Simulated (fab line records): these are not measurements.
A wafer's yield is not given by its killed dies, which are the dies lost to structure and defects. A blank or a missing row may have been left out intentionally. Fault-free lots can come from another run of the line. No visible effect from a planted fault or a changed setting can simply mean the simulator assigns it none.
Matching of chambers    flow n5_finfet    rie_diel-04 running N5_MOL_CONTACT_COAG_ETCH_110: 4 sister chambers
The step etches Si in CF4/O2, target depth 2.5 nm, time 8 s. 27 wafers are shown with their chamber, then 12 later ones without.

## WAFERS WITH THEIR CHAMBER
wafer   chamber  showerhead_plenum_p_Torr (Torr)  drypump_motor_current_A (A)  rf_vpp_V (V)
L074.3  3        2.32                             4.8                          137
L074.4  0        2.21                             5.4                          129
L074.5  3        2.32                             4.9                          138
L075.2  1        2.10                             5.3                          130
L075.4  3        2.32                             4.9                          137
L075.6  2        2.14                             5.3                          124
L077.1  3        2.32                             4.8                          137
L077.2  2        2.14                             5.3                          124
L077.5  1        2.10                             5.3                          130
L079.1  2        2.14                             5.3                          123
L079.4  3        2.32                             4.8                          136
L079.5  1        2.10                             5.3                          129
L080.1  0        2.20                             5.5                          130
L080.3  2        2.14                             5.3                          122
L080.5  3        2.32                             4.9                          136
L082.1  3        2.32                             4.9                          136
L082.2  2        2.14                             5.3                          123
L082.6  3        2.32                             4.9                          137
L084.2  0        2.20                             5.5                          129
L084.3  3        2.32                             4.9                          136
L084.6  3        2.32                             4.9                          137
L086.1  2        2.13                             5.3                          123
L086.2  3        2.31                             4.9                          136
L086.5  1        2.09                             5.3                          130
L092.2  3        2.31                             4.9                          137
L092.3  2        2.13                             5.3                          124
L092.5  2        2.13                             5.3                          122

SIGNATURES (means of the wafers above)
reading                   chamber 0  chamber 1  chamber 2  chamber 3  scatter within a chamber
showerhead_plenum_p_Torr  2.2033     2.0975     2.1362     2.3183     0.00464
drypump_motor_current_A   5.467      5.300      5.300      4.875      0.0356
rf_vpp_V                  129.33     129.75     123.12     136.67     0.69
Rule: for a wafer and a chamber, the distance is found by dividing, reading by reading, the gap between the wafer's reading and the chamber's mean by the reading's scatter, squaring, summing and taking the root. The wafer belongs to the nearest chamber; if the next one is less than 2 further off, it can't be placed. The scatter is the square root of a quotient: the sum, over the shown wafers, of each reading's squared deviation from its chamber's mean, divided by wafers minus chambers.

## WAFERS MISSING THEIR CHAMBER
wafer   showerhead_plenum_p_Torr (Torr)  drypump_motor_current_A (A)  rf_vpp_V (V)
L094.1  2.19                             5.5                          128
L094.3  2.12                             5.3                          123
L094.5  2.31                             4.9                          135
L095.3  2.31                             4.8                          137
L095.4  2.12                             5.3                          124
L095.5  2.34                             5.3                          132
L096.3  2.19                             5.5                          130
L096.5  2.12                             5.3                          123
L096.6  2.34                             5.3                          131
L097.1  2.34                             5.3                          132
L097.2  2.19                             5.4                          130
L097.6  2.30                             4.9                          136

## EACH ONE'S CHAMBER
wafer    from the rows above   in truth
L094.1   0                     0
L094.3   2                     2
L094.5   3                     3
L095.3   3                     3
L095.4   2                     2
L095.5   3                     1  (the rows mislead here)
L096.3   0                     0
L096.5   2                     2
L096.6   3                     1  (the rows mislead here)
L097.1   3                     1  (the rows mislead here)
L097.2   0                     0
L097.6   3                     3
Correct placement for 9 of the 12. Can't be placed from these rows: 0. 3 placed wrongly.
